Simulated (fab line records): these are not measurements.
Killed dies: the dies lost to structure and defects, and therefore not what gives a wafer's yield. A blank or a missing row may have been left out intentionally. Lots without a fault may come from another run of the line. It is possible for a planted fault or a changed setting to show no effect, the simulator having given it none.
Matching of chambers || flow n5-finfet || cvd-co-01 running N5_BEOL_M2_CO_CAP_55: 3 sister chambers
The step material Co, precursor CCTBA/H2, target thk 2 nm, time 102.1 s. 6 wafers are shown with their chamber, then 12 later ones without.

EACH WAFER AND ITS CHAMBER
{"wafer": "L086.2", "chamber": 0, "heater-power-w (W)": 306}
{"wafer": "L087.1", "chamber": 1, "heater-power-w (W)": 177}
{"wafer": "L087.6", "chamber": 1, "heater-power-w (W)": 179}
{"wafer": "L089.2", "chamber": 2, "heater-power-w (W)": 199}
{"wafer": "L089.3", "chamber": 0, "heater-power-w (W)": 303}
{"wafer": "L089.5", "chamber": 2, "heater-power-w (W)": 191}

WAFERS MISSING THEIR CHAMBER
{"wafer": "L090.2", "heater-power-w (W)": 181}
{"wafer": "L090.3", "heater-power-w (W)": 197}
{"wafer": "L090.6", "heater-power-w (W)": 192}
{"wafer": "L092.1", "heater-power-w (W)": 311}
{"wafer": "L092.2", "heater-power-w (W)": 182}
{"wafer": "L092.6", "heater-power-w (W)": 180}
{"wafer": "L091.1", "heater-power-w (W)": 191}
{"wafer": "L091.3", "heater-power-w (W)": 306}
{"wafer": "L091.6", "heater-power-w (W)": 309}
{"wafer": "L095.4", "heater-power-w (W)": 184}
{"wafer": "L095.5", "heater-power-w (W)": 196}
{"wafer": "L095.6", "heater-power-w (W)": 308}

WHICH CHAMBER EACH ONE RAN IN
{"wafer": "L090.2", "from the rows above": 1, "in truth": 1}
{"wafer": "L090.3", "from the rows above": 2, "in truth": 2}
{"wafer": "L090.6", "from the rows above": 2, "in truth": 2}
{"wafer": "L092.1", "from the rows above": 0, "in truth": 0}
{"wafer": "L092.2", "from the rows above": 1, "in truth": 1}
{"wafer": "L092.6", "from the rows above": 1, "in truth": 1}
{"wafer": "L091.1", "from the rows above": 2, "in truth": 2}
{"wafer": "L091.3", "from the rows above": 0, "in truth": 0}
{"wafer": "L091.6", "from the rows above": 0, "in truth": 0}
{"wafer": "L095.4", "from the rows above": "can't be placed: 1 or 2", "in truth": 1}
{"wafer": "L095.5", "from the rows above": 2, "in truth": 2}
{"wafer": "L095.6", "from the rows above": 0, "in truth": 0}
Correct placement for 11 of the 12. Not placeable from these rows: 1 (in 1, the candidates include the true chamber). Number placed wrongly: 0.
How it was worked out, from the rows above alone: a wafer's distance from a chamber is the root of the sum, over the readings, of the square of ((its reading less the chamber's mean) divided by the reading's scatter). The wafer belongs to the nearest chamber; if the next one is less than 2 further off, it can't be placed. Each chamber's mean is taken over the wafers shown for it. The scatter: take each reading less its chamber's mean, square it, sum over the shown wafers, divide by the number of wafers less the number of chambers, and take the root.
